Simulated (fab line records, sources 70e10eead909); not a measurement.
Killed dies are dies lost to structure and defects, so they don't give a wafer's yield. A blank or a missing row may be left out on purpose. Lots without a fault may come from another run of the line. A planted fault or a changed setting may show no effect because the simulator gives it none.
Problem report in the 8D (eight disciplines) form, filled by code | flow nand_harc | the parts of the form that need people (team, actions taken, sign-off) are left out

1. THE PROBLEM
killed_dies at NHARC_END_SORT_01 reads a mean of 202 on 9 wafers of 3 lots; wafers without a fault read 62 with a standard deviation of 19. That is +7.3 standard deviations from the usual mean.
First seen on wafer L588.2, day 29 15:41, on prober-01. The record holds 18 wafers of 6 lots with a number at this step. Rule for "out", or "out of limits": more than 4 standard deviations from the usual mean. The other wafers with a number count as sound.

2. WHAT IT IS AND WHAT IT IS NOT
question                    | is                           | is not
which readings at this step | killed_dies, killed_at_array | killed_at_periphery, killed_open, killed_short
which lots                  | L587, L588, L589             | L580, L581, L598
which wafers of those lots  | all that have a number       | -
read on which gauges        | prober-01, prober-02         | -
when                        | from day 29 15:41            | up to then (6 sound wafers); but 3 sound wafers of L598 came after

3. SUSPECTS, AND WHAT RULES EACH OUT
Counting: a tool at a process step up to the reading stays a suspect if it ran every lot that is out and no sound lot after the first of them.
- the gauge at NHARC_END_SORT_01: ruled out. The wafers that are out were read on 2 gauges (prober-01, prober-02).
- pvd_sputter-02 at NHARC_A_SOURCE_PLATE_PVD_04 (deposits WSi2, target thk 50 nm): kept. It ran every lot that is out, first L587 (day 12 02:33), and no sound lot after that; its last sound lot up to then is L580 (day 9 04:17).
Left after counting: pvd_sputter-02 at NHARC_A_SOURCE_PLATE_PVD_04.

4. THE CAUSE (what the simulator had put in)
Skipped step whole: pvd_sputter-02, from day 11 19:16 on, at NHARC_A_SOURCE_PLATE_PVD_04. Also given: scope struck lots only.
Counting left only this tool.

5. THE CHAIN OF EFFECTS, in route order
Each row: a reading whose mean over the struck wafers that have a number lies more than 3 standard deviations from the usual. Only readings for which the record gives a usual standard deviation are gone through. hours: the time from each lot's start at the first step in this table that gives one to its start at this step, as a median over the lots. sigmas: the change in usual standard deviations.
hours | step              | reading         | usual | on struck wafers | change | sigmas
0     | NHARC_END_SORT_01 | killed_at_array | 57    | 196              | +139   | +7.3
0     | NHARC_END_SORT_01 | killed_dies     | 62    | 202              | +140   | +7.3

6. WHAT WOULD HAVE CAUGHT IT SOONER
In this record the first reading out of limits at a measuring or inspecting step was taken at day 29 15:41, 428 hours after the fault began at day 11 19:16.
All the lots that are out (3) had begun NHARC_A_SOURCE_PLATE_PVD_04 on pvd_sputter-02 by day 29 15:41. A hold on the tool at that time would have spared none of them.
